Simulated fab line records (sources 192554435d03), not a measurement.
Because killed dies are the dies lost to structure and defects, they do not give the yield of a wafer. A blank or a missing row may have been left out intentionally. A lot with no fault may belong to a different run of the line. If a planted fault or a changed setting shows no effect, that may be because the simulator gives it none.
Which tool was responsible?	flow n5_finfet	24 lots, 72 wafers sampled, at 6 steps of a route of 1938

WHAT THE GAUGES READ, wafer by wafer
N5_BEOL_M9_OVL_MEAS_29. Usual: V8_OVL typically reads 0.1 nm, with standard deviation 0.67.
lot	measured	on	V8_OVL (nm)	flag
L074	day 9 14:46	overlay-02	-0.3 -0.7 -0.3	
L075	day 9 18:38	overlay-02	0.9 0.0 -1.0	
L077	day 10 08:20	overlay-02	-0.2 0.3 -0.3	
L076	day 10 11:06	overlay-02	0.1 0.2 -0.6	
L079	day 10 14:47	overlay-02	0.2 -0.4 -0.4	
L078	day 10 22:09	overlay-02	-1.4 -0.1 -1.8	
L080	day 11 08:40	overlay-01	-0.6 -0.3 0.2	
L083	day 11 13:26	overlay-02	1.3 0.7 0.2	
L081	day 11 14:23	overlay-01	-0.3 1.1 1.2	
L082	day 11 23:05	overlay-02	0.8 0.5 -0.3	
L084	day 12 09:46	overlay-01	1.0 1.1 0.2	
L085	day 12 18:58	overlay-02	-0.2 -1.3 -0.6	
L086	day 13 06:08	overlay-02	0.5 -0.7 -0.6	
L089	day 13 11:32	overlay-01	-0.4 -0.3 -0.5	
L087	day 13 17:21	overlay-02	0.3 0.3 -0.2	
L088	day 13 17:31	overlay-01	-0.5 -1.4 0.7	
L090	day 14 07:50	overlay-01	0.3 0.0 0.8	
L091	day 14 13:42	overlay-02	0.8 0.4 -0.6	
L093	day 14 22:41	overlay-02	-0.4 0.6 0.8	
L094	day 14 22:50	overlay-01	0.1 -0.2 0.0	
L095	day 15 08:28	overlay-02	0.5 -0.1 0.7	
L092	day 15 17:56	overlay-02	1.4 1.4 1.2	
L096	day 15 22:09	overlay-01	0.3 1.0 0.8	
L097	day 16 13:15	overlay-02	0.6 -1.2 0.7	

N5_BEOL_M9_RS_MEAS_57: the measuring method here is four-point-probe. Usual: M9_RS typically reads 0.151 ohm/sq, with standard deviation 0.0037.
lot	measured	on	M9_RS (ohm/sq)	flag
L074	day 9 18:13	film_metro-01	0.148 0.153 0.151	
L075	day 9 21:35	film_metro-01	0.154 0.152 0.150	
L077	day 10 11:46	film_metro-02	0.152 0.149 0.149	
L076	day 10 14:47	film_metro-01	0.161 0.153 0.150	
L079	day 10 18:43	film_metro-02	0.157 0.153 0.149	
L078	day 11 01:20	film_metro-01	0.155 0.152 0.153	
L080	day 11 11:46	film_metro-02	0.155 0.155 0.154	
L083	day 11 17:04	film_metro-02	0.146 0.150 0.146	
L081	day 11 17:20	film_metro-01	0.152 0.152 0.150	
L082	day 12 02:01	film_metro-02	0.148 0.150 0.151	
L084	day 12 14:29	film_metro-02	0.149 0.163 0.145	
L085	day 13 00:14	film_metro-01	0.147 0.153 0.150	
L086	day 13 09:03	film_metro-02	0.154 0.153 0.151	
L089	day 13 15:04	film_metro-02	0.153 0.146 0.153	
L087	day 13 20:29	film_metro-02	0.152 0.151 0.155	
L088	day 13 20:46	film_metro-02	0.161 0.147 0.160	
L090	day 14 10:45	film_metro-02	0.146 0.158 0.146	
L091	day 14 18:33	film_metro-01	0.160 0.153 0.148	
L093	day 15 01:36	film_metro-02	0.150 0.148 0.148	
L094	day 15 02:52	film_metro-01	0.152 0.150 0.150	
L095	day 15 12:00	film_metro-02	0.149 0.151 0.150	
L092	day 15 21:08	film_metro-02	0.145 0.153 0.151	
L096	day 16 01:16	film_metro-02	0.149 0.151 0.148	
L097	day 16 17:59	film_metro-01	0.155 0.153 0.152	

N5_BEOL_M10_INSPECT_13: inspects for defects (brightfield). Usual: raw_defect_count 395, standard deviation 92.
lot	measured	on	raw_defect_count	flag
L074	day 9 20:11	defect_inspect-02	558 466 557	
L075	day 10 00:01	defect_inspect-02	275 207 334	
L077	day 10 14:05	defect_inspect-01	372 498 389	
L076	day 10 16:54	defect_inspect-02	400 328 434	
L079	day 10 20:56	defect_inspect-01	456 505 451	
L078	day 11 02:47	defect_inspect-02	299 373 427	
L080	day 11 15:30	defect_inspect-02	371 416 487	
L083	day 11 19:46	defect_inspect-01	442 450 479	
L081	day 11 20:05	defect_inspect-02	286 423 445	
L082	day 12 03:19	defect_inspect-02	478 391 345	
L084	day 12 17:16	defect_inspect-01	370 486 399	
L085	day 13 01:47	defect_inspect-02	245 272 336	
L086	day 13 12:40	defect_inspect-01	342 410 420	
L089	day 13 17:12	defect_inspect-01	361 458 517	
L087	day 13 21:47	defect_inspect-02	538 558 472	
L088	day 13 23:13	defect_inspect-01	404 348 480	
L090	day 14 13:58	defect_inspect-01	410 460 440	
L091	day 14 20:51	defect_inspect-02	346 445 377	
L093	day 15 06:30	defect_inspect-01	301 395 288	
L094	day 15 06:32	defect_inspect-01	599 373 584	
L095	day 15 13:35	defect_inspect-02	357 321 328	
L092	day 15 23:45	defect_inspect-01	317 323 400	
L096	day 16 04:41	defect_inspect-01	561 555 322	
L097	day 16 22:31	defect_inspect-02	334 410 233	

WHICH TOOL RAN EACH LOT (tool, then ch and the chambers of the sampled wafers, then the start)
lot	N5_BEOL_M9_ETCH_65	N5_BEOL_M9_STRIP_36	N5_BEOL_M9_ALD_74
L074	rie_diel-06 ch 0,1,2, day 9 14:55	rie_diel-06 ch 0,1,2, day 9 15:07	ald_metal-04 ch 0,2,3, day 9 16:05
L075	rie_diel-03 ch 1,2, day 9 18:46	rie_diel-03 ch 1,2, day 9 18:58	ald_metal-03 ch 1,3, day 9 20:01
L077	rie_diel-03 ch 0,1,2, day 10 08:58	rie_diel-03 ch 0,1,2, day 10 09:10	ald_metal-03 ch 0,3, day 10 10:13
L076	rie_diel-04 ch 0,1,3, day 10 11:14	rie_diel-04 ch 0,1,3, day 10 11:26	ald_metal-02 ch 0,2,3, day 10 13:09
L079	rie_diel-06 ch 0,1,2, day 10 14:55	rie_diel-06 ch 0,1,2, day 10 15:07	ald_metal-04 ch 0,1,3, day 10 16:22
L078	rie_diel-06 ch 1,3, day 10 22:20	rie_diel-06 ch 1,3, day 10 22:31	ald_metal-02 ch 1,2,3, day 10 23:45
L080	rie_diel-06 ch 1,2,3, day 11 08:49	rie_diel-06 ch 1,2,3, day 11 09:01	ald_metal-03 ch 0,2, day 11 10:10
L083	rie_diel-03 ch 0,2,3, day 11 13:41	rie_diel-03 ch 0,2,3, day 11 13:53	ald_metal-02 ch 1,2,3, day 11 15:23
L081	rie_diel-03 ch 0,1,3, day 11 14:32	rie_diel-03 ch 0,1,3, day 11 14:43	ald_metal-02 ch 0,2, day 11 15:38
L082	rie_diel-06 ch 2,3, day 11 23:13	rie_diel-06 ch 2,3, day 11 23:25	ald_metal-04 ch 0,1, day 12 00:20
L084	rie_diel-04 ch 1,2,3, day 12 10:26	rie_diel-04 ch 1,2,3, day 12 10:37	ald_metal-02 ch 1,2,3, day 12 12:58
L085	rie_diel-04 ch 0,2,3, day 12 19:13	rie_diel-04 ch 0,2,3, day 12 19:25	ald_metal-02 ch 0,1,3, day 12 20:40
L086	rie_diel-06 ch 2,3, day 13 06:16	rie_diel-06 ch 2,3, day 13 06:28	ald_metal-04 ch 0,1, day 13 07:31
L089	rie_diel-04 ch 0,2,3, day 13 11:40	rie_diel-04 ch 0,2,3, day 13 11:52	ald_metal-04 ch 2,3, day 13 13:23
L087	rie_diel-03 ch 1,2,3, day 13 17:29	rie_diel-03 ch 1,2,3, day 13 17:41	ald_metal-04 ch 0,1,2, day 13 18:39
L088	rie_diel-04 ch 1,2, day 13 17:40	rie_diel-04 ch 1,2, day 13 17:51	ald_metal-04 ch 0,1,2, day 13 18:55
L090	rie_diel-04 ch 1,2,3, day 14 07:59	rie_diel-04 ch 1,2,3, day 14 08:11	ald_metal-04 ch 0,1,2, day 14 09:09
L091	rie_diel-04 ch 1,2,3, day 14 14:01	rie_diel-04 ch 1,2,3, day 14 14:12	ald_metal-03 ch 0,2, day 14 16:57
L093	rie_diel-03 ch 0,2,3, day 14 22:49	rie_diel-03 ch 0,2,3, day 14 23:01	ald_metal-03 ch 0,2, day 15 00:01
L094	rie_diel-03 ch 1,2,3, day 14 23:28	rie_diel-03 ch 1,2,3, day 14 23:39	ald_metal-04 ch 1,2,3, day 15 00:34
L095	rie_diel-03 ch 0,1,3, day 15 08:37	rie_diel-03 ch 0,1,3, day 15 08:48	ald_metal-04 ch 1,2,3, day 15 10:11
L092	rie_diel-06 ch 0,1,3, day 15 18:05	rie_diel-06 ch 0,1,3, day 15 18:17	ald_metal-03 ch 1,2,3, day 15 19:16
L096	rie_diel-06 ch 1,2, day 15 22:17	rie_diel-06 ch 1,2, day 15 22:29	ald_metal-03 ch 0,3, day 15 23:37
L097	rie_diel-03 ch 2,3, day 16 13:23	rie_diel-03 ch 2,3, day 16 13:35	ald_metal-03 ch 0,2,3, day 16 16:17
- N5_BEOL_M9_ETCH_65: etches SiARC in CF4, target depth 15.6 nm, time 26 s.
- N5_BEOL_M9_STRIP_36: strips in N2/H2.
- N5_BEOL_M9_ALD_74: deposits TaN, target thk 2 nm, pulse time 2 s, purge time 3 s.

AS READ BY THE TOOLS THEMSELVES (means over the sampled wafers that have a number; for cases with no such wafer, the mark the record gives instead)
N5_BEOL_M9_ETCH_65. Usual: drypump_motor_current_A 5.9 A, standard deviation 0.33; etch_rf_on_time_s 25.9 s, standard deviation 0.81; mfc_ar_sccm 100.01 sccm, standard deviation 0.3; oes_product_au 0.69 a.u., standard deviation 0.074; rf_fwd_power_W 532.1 W, standard deviation 2.2; rf_vpp_V 183.8 V, standard deviation 1.3; showerhead_plenum_p_Torr 2.12 Torr, standard deviation 0.085; throttle_valve_pct 15.55 %, standard deviation 0.26.
lot	tool	drypump_motor_current_A (A)	etch_rf_on_time_s (s)	mfc_ar_sccm (sccm)	oes_product_au (a.u.)	rf_fwd_power_W (W)	rf_vpp_V (V)	showerhead_plenum_p_Torr (Torr)	throttle_valve_pct (%)	flag
L074	rie_diel-06	5.9	26.0	99.90	0.64	533.8	183.9	2.11	15.72	
L075	rie_diel-03	5.9	25.4	99.70	0.71	530.1	182.6	2.07	15.67	
L077	rie_diel-03	6.0	25.3	99.94	0.73	531.6	182.5	2.11	15.60	
L076	rie_diel-04	5.8	26.7	100.13	0.63	532.9	183.9	2.09	15.46	
L079	rie_diel-06	5.9	26.4	99.92	0.71	533.5	183.0	2.11	15.57	
L078	rie_diel-06	6.1	26.0	100.08	0.67	531.7	183.3	2.08	15.72	
L080	rie_diel-06	6.0	25.9	100.18	0.72	532.5	183.8	2.12	15.57	
L083	rie_diel-03	6.0	25.4	100.08	0.78	533.1	185.3	2.19	15.33	
L081	rie_diel-03	5.7	25.4	100.20	0.71	531.0	184.4	2.17	15.60	
L082	rie_diel-06	5.9	26.4	99.76	0.72	533.8	184.4	2.15	15.46	
L084	rie_diel-04	6.0	27.0	100.06	0.67	531.4	183.8	2.13	15.48	
L085	rie_diel-04	5.7	25.7	99.96	0.68	529.1	183.5	2.07	15.47	
L086	rie_diel-06	5.9	26.4	99.81	0.71	531.9	184.3	2.14	15.47	
L089	rie_diel-04	5.7	26.0	100.16	0.68	531.1	183.7	2.07	15.48	
L087	rie_diel-03	5.9	25.4	100.12	0.72	532.0	183.9	2.14	15.42	
L088	rie_diel-04	6.2	27.3	99.86	0.65	530.5	184.9	2.20	15.55	
L090	rie_diel-04	6.0	26.6	100.13	0.66	531.2	183.8	2.13	15.50	
L091	rie_diel-04	6.0	26.9	99.82	0.65	533.1	183.8	2.13	15.52	
L093	rie_diel-03	5.9	25.5	99.88	0.74	530.1	184.3	2.18	15.39	
L094	rie_diel-03	5.9	25.6	100.06	0.71	531.9	183.7	2.14	15.45	
L095	rie_diel-03	5.6	25.4	99.78	0.68	531.2	184.2	2.16	15.65	
L092	rie_diel-06	5.9	25.7	100.04	0.70	534.3	184.0	2.14	15.63	
L096	rie_diel-06	6.0	26.1	100.00	0.72	533.1	184.9	2.15	15.46	
L097	rie_diel-03	5.8	26.0	100.28	0.74	531.3	184.4	2.21	15.19	

N5_BEOL_M9_STRIP_36. Usual: drypump_motor_current_A 5.9 A, standard deviation 0.33; oes_product_au 0.81 a.u., standard deviation 0.089; rf_vpp_V 59.0 V, standard deviation 1.4; showerhead_plenum_p_Torr 2.50 Torr, standard deviation 0.11; throttle_valve_pct 23.5 %, standard deviation 0.38.
lot	tool	drypump_motor_current_A (A)	oes_product_au (a.u.)	rf_vpp_V (V)	showerhead_plenum_p_Torr (Torr)	throttle_valve_pct (%)	flag
L074	rie_diel-06	5.9	0.76	57.7	2.49	23.7	
L075	rie_diel-03	5.9	0.80	58.1	2.43	23.6	
L077	rie_diel-03	6.0	0.85	57.8	2.48	23.6	
L076	rie_diel-04	5.8	0.75	57.5	2.45	23.3	
L079	rie_diel-06	5.9	0.84	59.2	2.49	23.6	
L078	rie_diel-06	6.1	0.79	59.0	2.44	23.6	
L080	rie_diel-06	6.0	0.84	59.9	2.50	23.6	
L083	rie_diel-03	6.0	0.91	58.5	2.58	23.3	
L081	rie_diel-03	5.6	0.83	60.1	2.56	23.7	
L082	rie_diel-06	5.9	0.86	58.8	2.54	23.4	
L084	rie_diel-04	6.0	0.80	60.4	2.50	23.4	
L085	rie_diel-04	5.7	0.80	59.2	2.44	23.3	
L086	rie_diel-06	5.9	0.83	58.8	2.54	23.5	
L089	rie_diel-04	5.7	0.80	58.2	2.44	23.3	
L087	rie_diel-03	5.9	0.84	58.0	2.52	23.3	
L088	rie_diel-04	6.2	0.77	60.0	2.59	23.3	
L090	rie_diel-04	6.0	0.79	58.9	2.50	23.4	
L091	rie_diel-04	5.9	0.78	58.8	2.50	23.3	
L093	rie_diel-03	6.0	0.86	59.0	2.57	23.4	
L094	rie_diel-03	5.9	0.82	59.1	2.52	23.3	
L095	rie_diel-03	5.6	0.79	58.6	2.55	23.7	
L092	rie_diel-06	5.9	0.81	59.0	2.52	23.6	
L096	rie_diel-06	6.0	0.85	59.3	2.55	23.6	
L097	rie_diel-03	5.8	0.87	59.6	2.61	23.0	

N5_BEOL_M9_ALD_74. Usual: heater_power_w 391 W, standard deviation 56; precursor_vessel_temp_c 75.01 C, standard deviation 0.12.
lot	tool	heater_power_w (W)	precursor_vessel_temp_c (C)	flag
L074	ald_metal-04	378	75.02	
L075	ald_metal-03	418	74.96	
L077	ald_metal-03	367	74.96	
L076	ald_metal-02	427	75.06	
L079	ald_metal-04	367	74.96	
L078	ald_metal-02	374	75.02	
L080	ald_metal-03	412	75.19	
L083	ald_metal-02	367	75.01	
L081	ald_metal-02	484	75.04	
L082	ald_metal-04	395	75.04	
L084	ald_metal-02	369	74.90	
L085	ald_metal-02	371	75.10	
L086	ald_metal-04	387	74.96	
L089	ald_metal-04	380	74.89	
L087	ald_metal-04	394	75.01	
L088	ald_metal-04	394	75.20	
L090	ald_metal-04	389	74.94	
L091	ald_metal-03	375	75.10	
L093	ald_metal-03	412	75.09	
L094	ald_metal-04	368	74.97	
L095	ald_metal-04	370	75.08	
L092	ald_metal-03	441	75.06	
L096	ald_metal-03	367	75.02	
L097	ald_metal-03	385	74.97	

THE ANSWER, worked out from the rows above alone
Rule: take the mean of a lot's wafers that have a number; if it is more than 3 standard deviations from the usual mean, the lot is off. Also off: a lot with no number at a reading for which 4 or more lots have one. Any other lot the step has rows for is counted as sound. First the gauges in route order, then the tools' own readings, where a lot's mean is used as printed above. The first step at which some lot is off is used, and at that step the reading that is off furthest; a lot without a number counts as furthest.
No lot is off on any of the readings shown, so nothing can be concluded from this.

WHAT THE SIMULATOR HAD PUT IN
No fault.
